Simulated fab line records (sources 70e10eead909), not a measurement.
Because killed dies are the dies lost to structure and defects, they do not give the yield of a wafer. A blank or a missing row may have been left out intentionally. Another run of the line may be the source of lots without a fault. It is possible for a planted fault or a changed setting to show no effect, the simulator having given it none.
Which tool is to blame? | flow nand_harc | 72 wafers from 24 lots sampled at 3 of the route's 1302 steps

## WHAT THE GAUGES SHOWED, per wafer
NHARC_A_CHANNEL_HOLE_D2_CD_MEAS_10: the cd target is 100 nm. Usual: 99.9 nm for cd_nm, sd 0.57.
lot  | measured     | on        | cd_nm (nm)        | flag
L074 | day 13 06:50 | cd_sem-03 | 99.5 99.9 100.0   |
L075 | day 13 07:01 | cd_sem-03 | 99.8 98.5 100.0   |
L076 | day 14 06:07 | cd_sem-01 | 99.3 99.1 100.2   |
L078 | day 14 16:50 | cd_sem-03 | 99.5 100.9 100.6  |
L077 | day 14 16:04 | cd_sem-03 | 100.7 100.3 100.0 |
L079 | day 15 14:58 | cd_sem-03 | 99.5 99.9 99.8    |
L080 | day 15 14:47 | cd_sem-01 | 99.8 99.6 100.1   |
L081 | day 16 03:09 | cd_sem-01 | 100.1 100.0 99.8  |
L082 | day 16 14:23 | cd_sem-01 | 99.4 99.3 99.6    |
L083 | day 16 14:32 | cd_sem-03 | 100.1 100.0 99.4  |
L084 | day 17 10:52 | cd_sem-03 | 99.8 98.7 99.7    |
L085 | day 17 14:20 | cd_sem-01 | 100.1 99.2 99.6   |
L086 | day 18 01:53 | cd_sem-02 | 100.1 99.8 99.7   |
L087 | day 18 07:14 | cd_sem-01 | 100.5 99.5 99.1   |
L088 | day 19 02:02 | cd_sem-03 | 100.6 100.7 100.5 |
L089 | day 19 01:53 | cd_sem-01 | 99.4 100.1 99.6   |
L090 | day 20 06:12 | cd_sem-03 | 99.3 100.8 100.3  |
L091 | day 20 12:51 | cd_sem-01 | 99.7 100.4 99.0   |
L093 | day 20 18:26 | cd_sem-01 | 98.8 100.3 99.5   |
L092 | day 20 18:17 | cd_sem-02 | 100.5 100.4 100.2 |
L094 | day 21 18:13 | cd_sem-03 | 100.1 99.9 99.2   |
L095 | day 21 18:40 | cd_sem-01 | 99.8 99.9 98.7    |
L096 | day 22 07:31 | cd_sem-03 | 99.3 100.5 100.2  |
L097 | day 22 23:56 | cd_sem-02 | 100.9 100.3 100.0 |

NHARC_A_CHANNEL_HOLE_D2_INSPECT_12. Usual: 29 for raw_defect_count, sd 22.
lot  | measured     | on                | raw_defect_count | flag
L074 | day 13 06:58 | defect_inspect-02 | 5 4 2            |
L075 | day 13 07:08 | defect_inspect-02 | 8 7 3            |
L076 | day 14 06:15 | defect_inspect-01 | 9 7 10           |
L078 | day 14 16:57 | defect_inspect-01 | 55 63 54         |
L077 | day 14 16:11 | defect_inspect-02 | 6 6 6            |
L079 | day 15 15:05 | defect_inspect-01 | 48 58 42         |
L080 | day 15 14:55 | defect_inspect-01 | 6 5 9            |
L081 | day 16 03:16 | defect_inspect-01 | 65 43 50         |
L082 | day 16 14:31 | defect_inspect-02 | 6 14 9           |
L083 | day 16 14:40 | defect_inspect-02 | 61 53 47         |
L084 | day 17 10:59 | defect_inspect-02 | 52 54 65         |
L085 | day 17 14:28 | defect_inspect-02 | 16 17 12         |
L086 | day 18 02:00 | defect_inspect-02 | 16 13 17         |
L087 | day 18 07:22 | defect_inspect-02 | 65 61 54         |
L088 | day 19 02:09 | defect_inspect-02 | 13 15 13         |
L089 | day 19 02:00 | defect_inspect-01 | 66 54 59         |
L090 | day 20 06:20 | defect_inspect-01 | 33 31 18         |
L091 | day 20 12:58 | defect_inspect-01 | 61 57 68         |
L093 | day 20 18:34 | defect_inspect-01 | 55 56 68         |
L092 | day 20 18:24 | defect_inspect-02 | 15 19 16         |
L094 | day 21 18:20 | defect_inspect-01 | 22 30 22         |
L095 | day 21 18:47 | defect_inspect-02 | 18 21 17         |
L096 | day 22 07:39 | defect_inspect-02 | 23 29 27         |
L097 | day 23 00:03 | defect_inspect-01 | 8 3 8            |

## EACH LOT AND THE TOOL THAT RAN IT (in order: tool; ch and the chambers of the sampled wafers; start)
lot  | NHARC_A_DECK1_JOINT_ETCHBACK_00
L074 | rie_si-01 ch 0,1,2, day 11 17:16
L075 | rie_si-02 ch 0,2,3, day 11 17:17
L076 | rie_si-05 ch 1,3, day 12 08:45
L078 | rie_si-01 ch 0,1,2, day 12 18:52
L077 | rie_si-05 ch 0,3, day 12 18:52
L079 | rie_si-05 ch 0,3, day 13 13:03
L080 | rie_si-01 ch 0,1,3, day 13 13:04
L081 | rie_si-05 ch 0,1,2, day 14 03:28
L082 | rie_si-05 ch 1,2,3, day 15 00:51
L083 | rie_si-02 ch 1,2,3, day 15 01:00
L084 | rie_si-02 ch 0,1,2, day 15 15:13
L085 | rie_si-02 ch 1,3, day 15 22:08
L086 | rie_si-01 ch 0,1,3, day 16 05:37
L087 | rie_si-02 ch 1,2, day 16 12:40
L088 | rie_si-02 ch 2,3, day 17 08:41
L089 | rie_si-01 ch 0,1,2, day 17 08:42
L090 | rie_si-02 ch 0,1,2, day 18 08:13
L091 | rie_si-01 ch 0,3, day 18 19:28
L093 | rie_si-01 ch 0,1,2, day 19 03:12
L092 | rie_si-02 ch 1,2,3, day 19 03:14
L094 | rie_si-05 ch 0,2,3, day 19 22:02
L095 | rie_si-01 ch 0,2, day 20 01:07
L096 | rie_si-01 ch 0,1,2, day 20 12:27
L097 | rie_si-01 ch 0,1,2, day 20 21:54
- NHARC_A_DECK1_JOINT_ETCHBACK_00: etches the open film in HBr, target depth 30 nm, time 17.4 s.

## WHAT THE TOOLS THEMSELVES READ (means of the sampled wafers that have a number; where no wafer has one, the mark that the record gives instead)
NHARC_A_DECK1_JOINT_ETCHBACK_00. Usual: drypump_motor_current_A 5.8 A, standard deviation 0.43; oes_product_au 0.997 a.u., standard deviation 0.014; throttle_valve_pct 23.266 %, standard deviation 0.0088.
lot  | tool      | drypump_motor_current_A (A) | oes_product_au (a.u.) | throttle_valve_pct (%) | flag
L074 | rie_si-01 | 6.0                         | 0.998                 | 23.271                 |
L075 | rie_si-02 | 5.5                         | 0.998                 | 23.278                 |
L076 | rie_si-05 | 6.3                         | 1.012                 | 23.265                 |
L078 | rie_si-01 | 6.0                         | 1.004                 | 23.260                 |
L077 | rie_si-05 | 6.5                         | 1.008                 | 23.267                 |
L079 | rie_si-05 | 6.4                         | 1.007                 | 23.266                 |
L080 | rie_si-01 | 5.9                         | 0.994                 | 23.261                 |
L081 | rie_si-05 | 5.5                         | 0.998                 | 23.265                 |
L082 | rie_si-05 | 5.8                         | 1.001                 | 23.262                 |
L083 | rie_si-02 | 5.5                         | 0.983                 | 23.268                 |
L084 | rie_si-02 | 5.7                         | 0.995                 | 23.265                 |
L085 | rie_si-02 | 5.2                         | 0.984                 | 23.266                 |
L086 | rie_si-01 | 6.0                         | 0.998                 | 23.257                 |
L087 | rie_si-02 | 5.6                         | 0.989                 | 23.260                 |
L088 | rie_si-02 | 5.6                         | 0.980                 | 23.261                 |
L089 | rie_si-01 | 6.0                         | 1.008                 | 23.258                 |
L090 | rie_si-02 | 5.7                         | 0.997                 | 23.269                 |
L091 | rie_si-01 | 5.9                         | 0.991                 | 23.271                 |
L093 | rie_si-01 | 6.0                         | 0.998                 | 23.266                 |
L092 | rie_si-02 | 5.5                         | 0.985                 | 23.266                 |
L094 | rie_si-05 | 5.9                         | 0.986                 | 23.268                 |
L095 | rie_si-01 | 6.1                         | 1.014                 | 23.270                 |
L096 | rie_si-01 | 6.0                         | 0.992                 | 23.267                 |
L097 | rie_si-01 | 6.0                         | 1.003                 | 23.269                 |

## THE ANSWER, worked out from the rows above alone
Rule: a lot counts as off when the mean over its wafers that have a number is more than 3 standard deviations away from the usual mean. Also off: a lot with no number at a reading for which 4 or more lots have one. Where the step has rows for the other lots, those lots are counted as sound. After the gauges, taken in route order, come the tools' own readings; for these a lot's mean is taken, as printed above. The first step at which some lot is off is used, and at that step the reading that is off furthest; a lot without a number counts as furthest.
None of the lots is off at any reading shown; this tells nothing.

## WHAT THE SIMULATOR HAD PUT IN
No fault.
